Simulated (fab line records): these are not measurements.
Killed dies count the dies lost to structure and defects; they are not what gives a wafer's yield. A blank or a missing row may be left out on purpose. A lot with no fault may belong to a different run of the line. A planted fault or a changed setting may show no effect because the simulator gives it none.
Split-lot trial | flow n5-finfet | on a route of 1938 steps: 7 lots, 21 wafers read

## THE SPLIT
At N5_BEOL_M14_EXPOSE_25 (exposes mask M14, target cd 280 nm), the setting dose-mj was moved away from the recipe's 26.6 on 9 of the 21 wafers read, by -4.9% to +7.3%. All remaining wafers had this setting at the recipe value.

## FROM THE SPLIT TO THE READING: what the file shows between them, 3 steps
- N5_BEOL_M14_PEB_26: peb time 90 s
- N5_BEOL_M14_DEVELOP_27: develop time 45 s
- N5_BEOL_M14_HARDBAKE_32: time 120 s

## THE READING
cd-nm at N5_BEOL_M14_CD_MEAS_28, given in nm (cd target 284.4 nm). Typical for fault-free wafers on this fab line: 285.2 nm, with standard deviation 1.8 nm.

wafer  | tool, chamber at the split | dose-mj as run | against the recipe | cd-nm, nm | against lot-mates on the recipe
L074.1 | krf-scanner-01, 0          | 26.6           | recipe             | 285.5     | -
L074.3 | krf-scanner-01, 0          | 26.6           | recipe             | 283.7     | -
L074.5 | krf-scanner-01, 0          | 25.29          | -4.9%              | 273.9     | -10.7
L083.2 | krf-scanner-01, 0          | 26.6           | recipe             | 284.6     | -
L083.4 | krf-scanner-01, 0          | 28.37          | +6.7%              | 295.6     | +11.0
L083.5 | krf-scanner-01, 0          | 28.37          | +6.7%              | 295.7     | +11.1
L087.2 | krf-scanner-01, 0          | 28.55          | +7.3%              | 298.0     | +12.2
L087.3 | krf-scanner-01, 0          | 28.55          | +7.3%              | 299.1     | +13.3
L087.5 | krf-scanner-01, 0          | 26.6           | recipe             | 285.8     | -
L086.4 | krf-scanner-02, 0          | 26.6           | recipe             | 286.8     | -
L086.5 | krf-scanner-02, 0          | 27.93          | +5.0%              | 294.3     | +8.2
L086.6 | krf-scanner-02, 0          | 26.6           | recipe             | 285.4     | -
L091.1 | krf-scanner-01, 0          | 27.25          | +2.4%              | 284.1     | +2.0
L091.3 | krf-scanner-01, 0          | 26.6           | recipe             | 282.1     | -
L091.4 | krf-scanner-01, 0          | 27.25          | +2.4%              | 287.8     | +5.7
L093.2 | krf-scanner-01, 0          | 27.32          | +2.7%              | 289.9     | +4.5
L093.5 | krf-scanner-01, 0          | 26.6           | recipe             | 286.1     | -
L093.6 | krf-scanner-01, 0          | 26.6           | recipe             | 284.7     | -
L097.1 | krf-scanner-02, 0          | 26.6           | recipe             | 283.7     | -
L097.2 | krf-scanner-02, 0          | 26.6           | recipe             | 285.2     | -
L097.6 | krf-scanner-02, 0          | 26.6           | recipe             | 284.1     | -

FIT RESULTS
A straight line over all 21 wafers: cd-nm changes by +1.83 nm for each +1% of dose-mj; r = +0.97; the points scatter about the line by 1.6 nm.
The same after taking each lot's own level away (the mean of its wafers on the recipe; 21 wafers): +1.77 nm for each +1%; r = +0.99; scatter 0.94 nm.
Per that fit: largest dose-mj move, reading shift of 13 nm.
From 282.10 to 286.10 nm: that is the span of the lots' own levels, equal to 2.2 times the standard deviation above.
So the lot-to-lot level changes the slope little: the two slopes agree.
Check: with one of the wafers moved furthest among these (+7.3%) left out of the fit, the line predicts +12.8 nm for it against its lot-mates. Against them it came out at +12.2 nm.

## THE WHOLE CHAIN: every reading that the file lists as answering this split, in the file's order
step                   | what it does                                           | reading                                                         | change (the file's fit)              | r (the file's)
N5_BEOL_M14_CD_MEAS_28 | target cd 284.4 nm                                     | cd-nm                                                           | +1.76 nm for each +1% of the setting | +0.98
N5_BEOL_M14_DESCUM_33  | chemistry O2, time 7.9 s                               | BEOL_M14.cd-nm (the simulator's own value, which no gauge read) | +1.75 nm for each +1% of the setting | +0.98
N5_BEOL_M14_ETCH_67    | etches SiARC in CF4, target depth 143 nm, time 238.3 s | BEOL_M14.cd-nm (the simulator's own value, which no gauge read) | +1.68 nm for each +1% of the setting | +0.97

## THE FILE'S OWN FIT
cd-nm changes by +1.76 nm for each +1% of dose-mj, r = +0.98.
